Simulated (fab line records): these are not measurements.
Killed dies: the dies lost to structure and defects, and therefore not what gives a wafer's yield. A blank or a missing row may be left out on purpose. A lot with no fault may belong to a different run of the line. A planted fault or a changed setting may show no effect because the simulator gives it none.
Which tool was responsible? -- flow n5 finfet -- 11 lots with 31 wafers sampled at 3 steps, on a route of 1938 steps

== WHAT EACH GAUGE READ, for each wafer ==
N5_BEOL_M8_CD_MEAS_28: the cd target is 40 nm.
lot,measured,on,cd nm (nm)
L810,day 9 14:58,cd sem-02,39.80 39.84 40.10
L812,day 9 19:59,cd sem-01,39.71 40.16 40.23
L811,day 9 19:56,cd sem-03,40.15 40.14 39.94
L820,day 11 15:11,cd sem-02,39.60 40.02
L824,day 13 04:12,cd sem-03,40.00 40.29 40.24
L823,day 13 09:20,cd sem-02,39.70 40.12 40.04
L826,day 13 13:23,cd sem-02,39.90 39.87
L825,day 14 05:35,cd sem-03,39.85 40.17 39.92
L827,day 14 20:28,cd sem-03,39.91 40.01 39.65
L831,day 15 14:52,cd sem-01,39.83 40.01 40.12
L830,day 17 07:31,cd sem-03,40.05 40.06 40.21

== WHICH TOOL RAN EACH LOT (tool, then ch and the chambers of the sampled wafers, then the start) ==
lot,N5_BEOL_M8_ILD_DEP_00,N5_BEOL_M8_HM_DEP_02
L810,"pecvd-04 ch 0,1, day 9 10:05","pvd sputter-02, day 9 12:37"
L812,"pecvd-04 ch 0,2, day 9 14:49","pvd sputter-03, day 9 17:14"
L811,"pecvd-01 ch 0,1, day 9 15:05","pvd sputter-03, day 9 17:31"
L820,"pecvd-01 ch 1, day 11 06:03","pvd sputter-01, day 11 08:44"
L824,"pecvd-01 ch 0,1,2, day 12 18:47","pvd sputter-01, day 12 20:57"
L823,"pecvd-04 ch 0,1,2, day 13 07:05","pvd sputter-01, day 13 07:46"
L826,"pecvd-04 ch 2, day 13 09:07","pvd sputter-01, day 13 09:48"
L825,"pecvd-01 ch 0,1, day 14 02:42","pvd sputter-03, day 14 03:58"
L827,"pecvd-01 ch 1,2, day 14 14:23","pvd sputter-03, day 14 18:02"
L831,"pecvd-02 ch 1,2, day 15 10:11","pvd sputter-01, day 15 13:03"
L830,"pecvd-04 ch 2, day 17 00:52","pvd sputter-01, day 17 04:17"
- N5_BEOL_M8_ILD_DEP_00: deposits SiCOH lowk from DEMS/porogen, target thk 179.75 nm, time 33.4 s.
- N5_BEOL_M8_HM_DEP_02: deposits TiN, target thk 20 nm.

== THE ANSWER, worked out from the rows above alone ==
Rule: the usual values come from the lots themselves. The widest of any qualifying gaps counts: lots, ordered by their means at a reading, are off when they make up no more than a third of the lots, leave a main group of 4 or more, and stand apart from it by 3 or more times the standard deviation of that group's means. If all means in a main group match to the digits the tables above print for the reading, that group is not used. A lot without any number at a reading at which 4 lots or more have one is off too. All remaining lots with rows at the step are treated as sound.
Nothing can be told from this: no lot is off at any reading shown.

== WHAT HAD BEEN PUT IN BY THE SIMULATOR ==
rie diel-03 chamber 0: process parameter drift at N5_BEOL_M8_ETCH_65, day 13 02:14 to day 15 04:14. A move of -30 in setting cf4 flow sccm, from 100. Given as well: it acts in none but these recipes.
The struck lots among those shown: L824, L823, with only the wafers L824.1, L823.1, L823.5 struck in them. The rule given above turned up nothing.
